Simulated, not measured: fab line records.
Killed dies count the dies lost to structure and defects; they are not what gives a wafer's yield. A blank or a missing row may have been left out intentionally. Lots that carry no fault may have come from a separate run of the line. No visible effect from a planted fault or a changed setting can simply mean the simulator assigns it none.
fab line records	flow n5_finfet
record lots=10	wafers=30	last_day=17
route steps=1938 shown BEOL_M10@1486 PASSIVATION@1936
lots that met no fault: taken from a fault-free run of the same line
start_h: the number of hours between the record's first day and the start of the first shown wafer of the lot	wait_h: how many hours have passed since the lot's step before this one	" same as the row above	L1.1+2: one row covering several wafers at once	- value missing, or start not given	* or withheld: withheld	< > ~ a bound
route shown NAME@n: NAME is a module with steps in the file, n the number in the route of the first one	usual: mean/standard deviation of fault-free wafers	same: alike in all rows	chamber/n: place in a boat	sites: per-site readings	_std_site: their standard deviation	_edge_site: mean of outer sites minus mean of inner sites	radius_mm: for every site, how far away it sits from the centre of the wafer	mask NAME#n: copy n	behind: the most recent tool/chamber to have shaped the wafer	hold: cause of the lot's hold/its duration in hours/its outcome	device: whichever transistor did not switch (one of n, p or np)	end of line: tests of these same wafers at the route's end	for a step that has no rows: nothing shown but its recipe	killed: not the wafer's yield, but the dies lost to structure and defects at the first sort	map: shows each die of a wafer: x if killed, . if not, _ if none is there
set.NAME: the setting as run; set.NAME@STEP: as run at that earlier step	model.NAME: the simulator's own value behind a step, which no gauge read
steps of the route over a sample of lots; a table a step, a row a wafer
services: the hour from which a tool's chamber was out of use, counted from the record's first day as start_h (under 0 if before that day), plus the number of hours and why
## steps
# step N5_BEOL_M10_DESCUM_16
# recipe chemistry=O2	time_s=7.9	source_power_w=50	bias_power_w=20	pressure_mtorr=20	rf_frequency_hz=2.712e+07	temp_c=40	resist=CAR-ArF	o2_flow_sccm=225
# usual drypump_motor_current_A=5.9/0.49	oes_product_au=0.80/0.089	rf_vpp_V=243.6/1.2	showerhead_plenum_p_Torr=2.12/0.063	throttle_valve_pct=20.39/0.29
lot.wafer	tool	chamber	start_h	wait_h	drypump_motor_current_A	oes_product_au	rf_hours_counter_h	rf_vpp_V	showerhead_plenum_p_Torr	throttle_valve_pct
L747.2	rie_diel-05	1	223.05	0.0	6.3	0.93	14	244.8	2.15	20.15
L747.3	"	0	"	"	5.6	0.80	104	242.1	2.02	20.23
L747.5	"	3	"	"	5.6	0.76	-	244.1	2.19	20.58
L748.2	rie_diel-04	0	224.94	0.0	6.6	0.69	250	242.2	1.97	20.29
L748.4	"	1	"	"	5.7	0.76	149	242.7	2.08	20.67
L748.6	"	2	"	"	5.7	0.90	-	243.8	2.14	19.93
L753.2	rie_diel-04	3	258.28	0.2	5.6	0.70	227	244.0	2.15	20.21
L753.3	"	1	"	"	5.7	0.75	165	242.0	2.08	20.70
L753.4	"	0	"	"	6.6	1.01	-	245.9	2.24	19.88
L755.2	rie_diel-05	0	261.29	0.0	5.6	0.79	116	242.6	2.01	20.25
L755.3	"	3	"	"	5.6	0.75	160	243.6	2.19	20.61
L755.6	"	1	"	"	6.3	0.90	-	242.3	2.14	20.16
L757.1	rie_diel-05	3	275.90	0.0	5.6	0.73	164	245.5	2.19	20.63
L757.4	"	2	"	"	6.6	0.73	188	243.8	2.08	20.46
L757.5	"	0	"	"	5.6	0.79	-	243.9	2.01	20.26
L760.1	rie_diel-04	1	301.62	0.0	5.7	0.74	179	244.0	2.08	20.71
L760.4	"	1	"	"	5.7	0.74	-	243.5	2.07	20.72
L760.6	"	3	"	"	5.7	0.70	-	244.6	2.15	20.25
L765.2	rie_diel-04	1	329.22	0.5	5.7	0.73	190	243.2	2.07	20.73
L765.4	"	0	"	"	6.6	0.91	-	244.4	2.23	19.92
L765.6	"	2	"	"	5.7	0.83	-	244.9	2.13	19.99
L767.2	rie_diel-01	1	332.31	0.0	6.7	0.81	113	242.9	2.12	20.87
L767.4	"	0	"	"	5.5	0.82	-	242.5	2.10	20.75
L767.6	"	1	"	"	6.6	0.80	-	244.1	2.12	20.85
L768.1	rie_diel-05	1	338.85	0.0	6.3	0.86	55	245.4	2.13	20.20
L768.2	"	0	"	"	5.6	0.78	141	242.8	2.01	20.30
L768.6	"	3	"	"	5.5	0.73	-	245.6	2.18	20.64
L769.2	rie_diel-05	1	361.35	0.3	6.3	0.85	64	242.9	2.13	20.21
L769.3	"	2	"	"	6.6	0.71	218	242.8	2.07	20.50
L769.5	"	3	"	"	5.6	0.72	-	244.9	2.17	20.67
# step N5_BEOL_M10_ETCH_62
# recipe chemistry=N2/H2	target=SOC	target_depth_a=1100	overetch_a=220	mask_material=SiARC	temp_c=40	time_s=165	ion_energy_ev=200	pressure_mtorr=30	source_w=840	bias_w=150	n2_flow_sccm=200	h2_flow_sccm=200
# usual drypump_motor_current_A=5.9/0.49	oes_product_au=0.68/0.071	rf_vpp_V=524.7/2.1	showerhead_plenum_p_Torr=2.57/0.075	throttle_valve_pct=17.7/0.31
lot.wafer	tool	chamber	start_h	wait_h	drypump_motor_current_A	oes_product_au	rf_hours_counter_h	rf_vpp_V	showerhead_plenum_p_Torr	throttle_valve_pct
L747.2	rie_diel-05	1	223.13	0.0	6.3	0.79	14	525.2	2.60	17.4
L747.3	"	0	"	"	5.6	0.69	104	522.4	2.45	17.6
L747.5	"	3	"	"	5.5	0.65	-	526.9	2.65	17.8
L748.2	rie_diel-04	0	225.02	0.0	6.6	0.58	250	519.2	2.40	17.7
L748.4	"	1	"	"	5.7	0.64	149	522.8	2.54	18.2
L748.6	"	2	"	"	5.8	0.77	-	525.5	2.60	17.3
L753.2	rie_diel-04	3	258.37	0.0	5.7	0.60	228	524.4	2.61	17.6
L753.3	"	1	"	"	5.7	0.63	165	523.6	2.54	18.2
L753.4	"	0	"	"	6.6	0.85	-	528.1	2.71	17.3
L755.2	rie_diel-05	0	261.37	0.0	5.6	0.67	116	522.6	2.45	17.5
L755.3	"	3	"	"	5.6	0.64	160	526.3	2.64	17.9
L755.6	"	1	"	"	6.3	0.77	-	526.0	2.59	17.4
L757.1	rie_diel-05	3	275.98	0.0	5.6	0.64	164	526.3	2.64	17.9
L757.4	"	2	"	"	6.6	0.63	188	522.7	2.53	17.8
L757.5	"	0	"	"	5.6	0.68	-	521.0	2.44	17.6
L760.1	rie_diel-04	1	301.70	0.0	5.7	0.63	179	523.7	2.53	18.2
L760.4	"	1	"	"	5.7	0.63	-	522.8	2.53	18.2
L760.6	"	3	"	"	5.7	0.59	-	524.4	2.61	17.6
L765.2	rie_diel-04	1	329.30	0.0	5.7	0.62	190	524.2	2.52	18.2
L765.4	"	0	"	"	6.6	0.77	-	528.9	2.70	17.3
L765.6	"	2	"	"	5.7	0.70	-	525.8	2.59	17.4
L767.2	rie_diel-01	1	332.39	0.0	6.6	0.69	114	523.3	2.56	18.3
L767.4	"	0	"	"	5.5	0.69	-	524.8	2.56	18.1
L767.6	"	1	"	"	6.6	0.68	-	524.2	2.56	18.3
L768.1	rie_diel-05	1	338.93	0.0	6.3	0.72	55	524.7	2.58	17.5
L768.2	"	0	"	"	5.6	0.65	141	522.2	2.43	17.6
L768.6	"	3	"	"	5.6	0.62	-	526.7	2.63	17.9
L769.2	rie_diel-05	1	361.43	0.0	6.2	0.72	64	523.4	2.58	17.5
L769.3	"	2	"	"	6.6	0.61	218	524.1	2.52	17.9
L769.5	"	3	"	"	5.6	0.62	-	526.0	2.63	17.9
# step N5_BEOL_M10_STRIP_67
# recipe chemistry=CF4	resist=SiARC	power_w=300	bias_power_w=75	pressure_mtorr=50	cf4_flow_sccm=150	rf_frequency_hz=6e+07
# usual drypump_motor_current_A=5.9/0.49	oes_product_au=0.80/0.083	rf_vpp_V=271.6/1.3	showerhead_plenum_p_Torr=1.82/0.048	throttle_valve_pct=13.56/0.29
lot.wafer	tool	chamber	start_h	wait_h	drypump_motor_current_A	oes_product_au	rf_hours_counter_h	rf_vpp_V	showerhead_plenum_p_Torr	throttle_valve_pct
L747.2	rie_diel-05	1	223.28	0.0	6.2	0.93	14	273.3	1.84	13.23
L747.3	"	0	"	"	5.6	0.81	104	269.5	1.74	13.48
L747.5	"	3	"	"	5.5	0.77	-	272.6	1.87	13.72
L748.2	rie_diel-04	0	225.17	0.0	6.6	0.69	250	270.0	1.70	13.58
L748.4	"	1	"	"	5.7	0.76	149	270.8	1.79	13.86
L748.6	"	2	"	"	5.7	0.90	-	273.3	1.84	13.07
L753.2	rie_diel-04	3	258.51	0.0	5.6	0.70	228	273.4	1.83	13.50
L753.3	"	1	"	"	5.7	0.75	165	273.1	1.79	13.89
L753.4	"	0	"	"	6.6	0.99	-	273.8	1.91	13.02
L755.2	rie_diel-05	0	261.52	0.0	5.6	0.80	116	270.3	1.74	13.49
L755.3	"	3	"	"	5.5	0.75	160	271.4	1.86	13.75
L755.6	"	1	"	"	6.2	0.90	-	272.1	1.83	13.27
L757.1	rie_diel-05	3	276.13	0.0	5.5	0.75	164	274.1	1.86	13.75
L757.4	"	2	"	"	6.6	0.74	188	271.5	1.78	13.69
L757.5	"	0	"	"	5.6	0.80	-	270.5	1.74	13.53
L760.1	rie_diel-04	1	301.85	0.0	5.7	0.74	179	270.2	1.78	13.91
L760.4	"	1	"	"	5.7	0.74	-	269.9	1.78	13.90
L760.6	"	3	"	"	5.6	0.69	-	270.5	1.83	13.53
L765.2	rie_diel-04	1	329.45	0.0	5.7	0.72	190	271.2	1.78	13.95
L765.4	"	0	"	"	6.6	0.90	-	271.5	1.90	13.08
L765.6	"	2	"	"	5.7	0.83	-	272.2	1.83	13.16
L767.2	rie_diel-01	1	332.54	0.0	6.6	0.81	114	272.2	1.81	13.89
L767.4	"	0	"	"	5.5	0.82	-	271.1	1.81	13.91
L767.6	"	1	"	"	6.6	0.81	-	271.2	1.80	13.89
L768.1	rie_diel-05	1	339.08	0.0	6.3	0.86	55	272.0	1.82	13.31
L768.2	"	0	"	"	5.6	0.77	141	269.8	1.73	13.56
L768.6	"	3	"	"	5.5	0.73	-	273.6	1.85	13.81
L769.2	rie_diel-05	1	361.58	0.0	6.3	0.85	64	271.0	1.82	13.35
L769.3	"	2	"	"	6.6	0.72	218	270.8	1.77	13.78
L769.5	"	3	"	"	5.6	0.73	-	272.4	1.85	13.82
# step N5_BEOL_M10_PEB_26
# recipe peb_temp_c=withheld	peb_time_s=60	resist=CAR-ArF
lot.wafer	tool	chamber	start_h	wait_h
L747.2+3+5	litho_track-03	0	224.99	0.1
L748.2+4+6	litho_track-01	0	226.38	0.1
L753.2+3+4	litho_track-04	0	259.95	0.1
L755.2+3+6	litho_track-01	0	262.11	0.1
L757.1+4+5	litho_track-01	0	276.80	0.1
L760.1+4+6	litho_track-03	0	304.47	0.1
L765.2+4+6	litho_track-04	0	330.74	0.1
L767.2+4+6	litho_track-03	0	334.05	0.1
L768.1+2+6	litho_track-03	0	339.56	0.1
L769.2+3+5	litho_track-04	0	362.24	0.1
# step N5_BEOL_M10_CD_MEAS_28
# recipe target_cd_nm=70	landing_energy_ev=500	detector=se_inlens	polarity=opening
# usual cd_nm=69.9/0.96
lot.wafer	tool	chamber	start_h	wait_h	cd_nm
L747.2	cd_sem-02	0	225.06	-	69.7
L747.3	"	0	"	"	70.5
L747.5	"	0	"	"	69.3
L748.2	cd_sem-02	0	226.44	-	69.2
L748.4	"	0	"	"	71.2
L748.6	"	0	"	"	69.6
L753.2	cd_sem-02	0	260.01	-	69.6
L753.3	"	0	"	"	69.4
L753.4	"	0	"	"	68.8
L755.2	cd_sem-02	0	262.18	-	68.8
L755.3	"	0	"	"	70.9
L755.6	"	0	"	"	69.5
L757.1	cd_sem-01	0	276.87	-	71.4
L757.4	"	0	"	"	70.0
L757.5	"	0	"	"	69.7
L760.1	cd_sem-02	0	304.54	-	70.0
L760.4	"	0	"	"	70.7
L760.6	"	0	"	"	69.8
L765.2	cd_sem-01	0	330.81	-	67.8
L765.4	"	0	"	"	68.4
L765.6	"	0	"	"	69.0
L767.2	cd_sem-01	0	334.12	-	75.4
L767.4	"	0	"	"	75.2
L767.6	"	0	"	"	75.9
L768.1	cd_sem-03	0	339.62	-	77.1
L768.2	"	0	"	"	77.8
L768.6	"	0	"	"	77.8
L769.2	cd_sem-01	0	362.31	-	67.7
L769.3	"	0	"	"	69.4
L769.5	"	0	"	"	69.9
# step N5_PASSIVATION_PROBE_49
# usual defect_limited_yield=91.3/1.5	killed_at_M0_to_M3=35/10	killed_at_M4_up=13/5.3	killed_at_contacts=12/5.7	killed_at_front_end=39/11	killed_at_other=3.3/2.7	killed_dies=102/18	killed_open=67/13	killed_short=34/7.8	sort_bin_5_function=5.1/1	sort_bin_6_memory=3.3/0.68	sort_n_pass=1078/18	sort_yield_pct=91.3/1.5
# same gross_dies=1180	killed_at_back_side=0	sort_bin_4_leakage[%]=0	sort_bin_8_speed[%]=0
lot.wafer	tool	chamber	start_h	wait_h	defect_limited_yield[%]	killed_at_M0_to_M3	killed_at_M4_up	killed_at_contacts	killed_at_front_end	killed_at_other	killed_dies	killed_open	killed_short	sort_bin_5_function[%]	sort_bin_6_memory[%]	sort_n_pass	sort_yield_pct[%]
L747.2	prober-01	-	274.00	0.1	89.9	27	19	10	58	5	119	76	37	5.1	4.6	1061	89.9
L747.3	prober-01	-	274.05	0.1	91.9	26	13	7	46	3	95	69	24	5.0	3.0	1085	91.9
L747.5	prober-01	-	274.15	0.2	88.4	57	13	8	57	2	137	102	33	7.5	4.0	1043	88.4
L748.2	prober-01	-	279.59	0.5	89.1	39	15	22	51	2	129	87	40	6.5	4.3	1051	89.1
L748.4	prober-01	-	279.69	0.6	89.9	41	8	22	44	4	119	78	40	5.7	4.4	1061	89.9
L748.6	prober-01	-	279.79	0.7	90.2	28	19	9	55	5	116	82	32	5.8	3.3	1064	90.2
L753.2	prober-01	-	309.01	0.1	90.2	29	21	21	43	2	116	88	28	6.0	3.3	1064	90.2
L753.3	prober-01	-	309.06	0.1	90.8	19	13	24	47	5	108	75	32	4.5	4.3	1072	90.8
L753.4	prober-01	-	309.11	0.2	91.8	16	16	18	45	2	97	71	25	4.2	4.0	1083	91.8
L757.1	prober-02	-	328.08	0.0	89.5	45	9	12	58	0	124	85	38	6.2	4.1	1056	89.5
L757.4	prober-02	-	328.23	0.2	90.3	48	10	7	50	0	115	74	40	5.8	3.6	1065	90.3
L757.5	prober-02	-	328.28	0.2	92.3	32	10	6	42	1	91	53	38	4.8	2.8	1089	92.3
L767.2	prober-01	-	389.17	0.1	92.0	22	20	10	35	7	94	57	33	4.8	2.5	1086	92.0
L767.4	prober-01	-	389.27	0.2	89.4	34	22	13	51	5	125	83	36	6.4	3.4	1055	89.4
L767.6	prober-01	-	389.37	0.3	90.5	26	21	7	52	6	112	67	38	5.0	3.6	1068	90.5
L768.1	prober-01	-	391.29	0.0	91.4	26	37	1	37	0	101	56	27	4.2	2.7	1079	91.4
L768.2	prober-01	-	391.34	0.1	92.5	20	33	10	25	1	89	43	22	3.1	2.5	1091	92.5
L768.6	prober-01	-	391.54	0.3	90.9	36	29	8	34	0	107	63	25	4.2	3.2	1073	90.9
# killed by level:class
L747.2 FIN_SAQP:geometric_particle:open=21 STI_FIN_REVEAL:geometric_particle:open=12 BEOL_M4:geometric_particle:open=10 FIN_SAQP:geometric_particle:short=9 MOL_CONTACT_COAG:geometric_particle:short=5 MOL_CONTACT_COAG:geometric_particle:open=5 BEOL_M3:geometric_particle:open=5 BEOL_M0_SAQP:geometric_particle:open=4
L747.3 FIN_SAQP:geometric_particle:open=13 BEOL_M2:geometric_particle:open=12 STI_FIN_REVEAL:geometric_particle:open=11 FIN_SAQP:geometric_particle:short=9 BEOL_M3:geometric_particle:open=8 BEOL_M4:geometric_particle:open=8 MOL_CONTACT_COAG:geometric_particle:open=7 STI_FIN_REVEAL:geometric_particle:short=4
L747.5 FIN_SAQP:geometric_particle:open=24 BEOL_M3:geometric_particle:open=12 BEOL_M0_SAQP:geometric_particle:open=11 BEOL_M2:geometric_particle:open=11 BEOL_M0:geometric_particle:open=9 FIN_SAQP:geometric_particle:short=6 BEOL_M4:geometric_particle:open=6 DUMMY_GATE:geometric_particle:open=5
L748.2 FIN_SAQP:geometric_particle:short=19 MOL_CONTACT_COAG:geometric_particle:open=19 STI_FIN_REVEAL:geometric_particle:open=14 BEOL_M0_SAQP:geometric_particle:open=11 BEOL_M1:geometric_particle:open=10 BEOL_M4:geometric_particle:open=7 BEOL_M0_SAQP:geometric_particle:short=5 BEOL_M3:geometric_particle:open=5
L748.4 MOL_CONTACT_COAG:geometric_particle:open=20 BEOL_M0_SAQP:geometric_particle:short=14 BEOL_M0_SAQP:geometric_particle:open=14 STI_FIN_REVEAL:geometric_particle:open=13 DUMMY_GATE:geometric_particle:open=6 STI_FIN_REVEAL:geometric_particle:short=5 GATE_CUT:geometric_particle:open=4 BEOL_M1:geometric_particle:open=4
L748.6 STI_FIN_REVEAL:geometric_particle:open=18 FIN_SAQP:geometric_particle:open=8 BEOL_M4:geometric_particle:open=8 MOL_CONTACT_COAG:geometric_particle:open=7 BEOL_M3:geometric_particle:open=7 FIN_SAQP:geometric_particle:short=6 DUMMY_GATE:geometric_particle:open=6 GATE_CUT:geometric_particle:short=5
L753.2 MOL_CONTACT_COAG:geometric_particle:open=16 FIN_SAQP:geometric_particle:open=14 BEOL_M2:geometric_particle:open=12 BEOL_M4:geometric_particle:open=11 DUMMY_GATE:geometric_particle:open=7 BEOL_M0_SAQP:geometric_particle:short=7 BEOL_M0_SAQP:geometric_particle:open=6 GATE_CUT:geometric_particle:open=5
L753.3 MOL_CONTACT_COAG:geometric_particle:open=21 FIN_SAQP:geometric_particle:open=16 FIN_SAQP:geometric_particle:short=9 STI_FIN_REVEAL:geometric_particle:open=7 BEOL_M0_SAQP:geometric_particle:open=5 BEOL_M4:geometric_particle:short=5 BEOL_M4:geometric_particle:open=4 BEOL_M0_SAQP:geometric_particle:short=4
L753.4 FIN_SAQP:geometric_particle:open=15 MOL_CONTACT_COAG:geometric_particle:open=14 STI_FIN_REVEAL:geometric_particle:open=7 BEOL_M4:geometric_particle:open=7 BEOL_M0_SAQP:geometric_particle:open=6 DUMMY_GATE:geometric_particle:open=5 BEOL_M4:geometric_particle:short=5 GATE_CUT:geometric_particle:open=4
L757.1 STI_FIN_REVEAL:geometric_particle:open=26 BEOL_M0_SAQP:geometric_particle:open=13 BEOL_M0_SAQP:geometric_particle:short=12 BEOL_M3:geometric_particle:open=9 MOL_CONTACT_COAG:geometric_particle:open=8 FIN_SAQP:geometric_particle:open=7 FIN_SAQP:geometric_particle:short=7 BEOL_M4:geometric_particle:open=5
L757.4 STI_FIN_REVEAL:geometric_particle:open=16 BEOL_M3:geometric_particle:open=15 BEOL_M0_SAQP:geometric_particle:short=13 BEOL_M0_SAQP:geometric_particle:open=11 GATE_CUT:geometric_particle:short=8 FIN_SAQP:geometric_particle:open=7 FIN_SAQP:geometric_particle:short=7 MOL_CONTACT_COAG:geometric_particle:open=5
L757.5 BEOL_M0_SAQP:geometric_particle:short=14 STI_FIN_REVEAL:geometric_particle:open=9 FIN_SAQP:geometric_particle:short=8 FIN_SAQP:geometric_particle:open=5 STARTING-WAFER:geometric_particle:open=5 BEOL_M1:geometric_particle:open=5 BEOL_M3:geometric_particle:open=5 MOL_CONTACT_COAG:geometric_particle:open=4
L767.2 FIN_SAQP:geometric_particle:open=8 MOL_CONTACT_COAG:geometric_particle:open=8 FIN_SAQP:geometric_particle:short=6 GATE_CUT:geometric_particle:short=6 BEOL_M0_SAQP:geometric_particle:open=6 BEOL_M1:geometric_particle:open=6 BEOL_M4:geometric_particle:open=5 BEOL_M5:geometric_particle:open=5
L767.4 FIN_SAQP:geometric_particle:open=14 BEOL_M1:geometric_particle:open=14 STI_FIN_REVEAL:geometric_particle:open=10 MOL_CONTACT_COAG:geometric_particle:open=10 BEOL_M0_SAQP:geometric_particle:short=7 BEOL_M4:geometric_particle:open=6 FIN_SAQP:geometric_particle:short=5 DUMMY_GATE:geometric_particle:open=5
L767.6 FIN_SAQP:geometric_particle:open=14 FIN_SAQP:geometric_particle:short=8 BEOL_M1:geometric_particle:open=8 STI_FIN_REVEAL:geometric_particle:open=7 BEOL_M4:geometric_particle:open=7 DUMMY_GATE:geometric_particle:open=6 BEOL_M0_SAQP:geometric_particle:short=6 BEOL_M10:area_peb=5
L768.1 BEOL_M10:area_peb=17 STI_FIN_REVEAL:geometric_particle:open=13 BEOL_M4:geometric_particle:open=10 BEOL_M1:geometric_particle:open=9 BEOL_M5:geometric_particle:open=5 STI_FIN_REVEAL:geometric_particle:short=4 STARTING-WAFER:geometric_particle:short=4 BEOL_M3:geometric_particle:open=4
L768.2 BEOL_M10:area_peb=23 MOL_CONTACT_COAG:geometric_particle:open=8 STI_FIN_REVEAL:geometric_particle:open=7 BEOL_M3:geometric_particle:open=5 FIN_SAQP:geometric_particle:short=4 BEOL_M0_SAQP:geometric_particle:open=3 BEOL_M2:geometric_particle:open=3 STARTING-WAFER:geometric_particle:short=3
L768.6 BEOL_M10:area_peb=16 BEOL_M3:geometric_particle:open=9 FIN_SAQP:geometric_particle:open=8 STI_FIN_REVEAL:geometric_particle:open=7 BEOL_M1:geometric_particle:open=7 MOL_CONTACT_COAG:geometric_particle:open=6 FIN_SAQP:geometric_particle:short=5 BEOL_M0_SAQP:geometric_particle:short=5
## services
tool	chamber	start_h	hours	kind
rie_diel-04	2	210.03	5.3	repair
rie_diel-04	1	217.31	5.0	repair
rie_diel-01	3	221.31	4.5	repair
rie_diel-04	0	226.04	-	clean
rie_diel-04	0	226.04	-	consumable_replace:focus_ring
rie_diel-04	0	226.04	-	consumable_replace:showerhead
rie_diel-04	0	226.04	31.1	scheduled_down
rie_diel-04	0	226.04	31.1	vent_cycle
rie_diel-01	2	240.16	6.1	repair
rie_diel-04	1	265.61	2.8	repair
rie_diel-04	1	270.86	4.3	repair
rie_diel-01	3	279.36	-	clean
rie_diel-01	3	279.36	-	consumable_replace:focus_ring
rie_diel-01	3	279.36	-	consumable_replace:showerhead
rie_diel-01	3	279.36	15.2	scheduled_down
rie_diel-01	3	279.36	15.2	vent_cycle
rie_diel-04	3	283.85	4.2	repair
rie_diel-01	1	284.52	2.1	repair
rie_diel-04	2	298.45	3.9	repair
rie_diel-01	3	303.05	3.8	repair
rie_diel-04	3	318.61	-	clean
rie_diel-04	3	318.61	-	consumable_replace:focus_ring
rie_diel-04	3	318.61	17.8	scheduled_down
rie_diel-04	3	318.61	17.8	vent_cycle
## key
first_sign step=N5_BEOL_M10_CD_MEAS_28	reading=cd_nm	direction=up	sigmas=6.9	usual=69.9	struck=76.5	through=control_loop
effect step=N5_PASSIVATION_PROBE_49	reading=killed_at_M4_up	direction=up	sigmas=2.6	usual=13	struck=27	wafers_moved=3
met_at N5_BEOL_M10_PEB_26
struck_lots L767,L768
loop_trim step=N5_BEOL_M10_EXPOSE_25	setting=dose	lots=L768
not_acting_at N5_BEOL_M10_DESCUM_16,N5_BEOL_M10_ETCH_62,N5_BEOL_M10_STRIP_67
onset_between 304.47 334.05
earlier_fault kind=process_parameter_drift	tool=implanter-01	chamber=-	onset_h=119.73	steps=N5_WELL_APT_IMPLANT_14	channel=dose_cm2	offset=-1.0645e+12	shape=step	acts_in=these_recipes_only	stated=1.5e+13
fault kind=process_parameter_drift	tool=litho_track-03	chamber=-	onset_h=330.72	steps=N5_BEOL_M10_PEB_26	channel=peb_time_s	offset=*	shape=step	acts_in=*	stated=*
# loop_trim: a control loop set the setting to another value than it would have without faults
